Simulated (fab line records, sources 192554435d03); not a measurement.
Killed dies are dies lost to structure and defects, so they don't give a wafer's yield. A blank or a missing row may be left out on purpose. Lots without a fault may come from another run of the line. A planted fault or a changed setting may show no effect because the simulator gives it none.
Chamber matching | flow n5_finfet | N5_BEOL_M8_STRIP_67 on rie_diel-04: 4 sister chambers
The step strips in CF4. 4 wafers are shown with their chamber, then 7 later ones without.

WAFERS WITH THEIR CHAMBER
wafer  | chamber | showerhead_plenum_p_Torr (Torr)
L083.5 | 0       | 1.76
L084.6 | 3       | 1.71
L085.3 | 2       | 1.89
L085.4 | 1       | 1.77

WAFERS WITHOUT THEIR CHAMBER
wafer  | showerhead_plenum_p_Torr (Torr)
L085.5 | 1.71
L087.3 | 1.76
L087.5 | 1.77
L087.6 | 1.76
L097.3 | 1.75
L097.4 | 1.75
L097.5 | 1.88

WHICH CHAMBER EACH WENT THROUGH
wafer  | from the rows above     | in truth
L085.5 | 3                       | 3
L087.3 | can't be placed: 0 or 1 | 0
L087.5 | can't be placed: 1 or 0 | 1
L087.6 | can't be placed: 0 or 1 | 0
L097.3 | can't be placed: 0 or 1 | 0
L097.4 | can't be placed: 0 or 1 | 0
L097.5 | 2                       | 2
Placed correctly: 2 of 7. Can't be placed from these rows: 5 (the true chamber is among the candidates in 5). Placed wrongly: 0.
How it was worked out, from the rows above alone: a wafer's distance from a chamber is the root of the sum, over the readings, of the square of ((its reading less the chamber's mean) divided by the reading's scatter). The wafer belongs to the nearest chamber; if the next one is less than 2 further off, it can't be placed. A chamber's mean is the mean of its shown wafers. The scatter: with one shown wafer a chamber, the root of the mean of the squares of how far each hidden wafer lies from its nearest shown one.
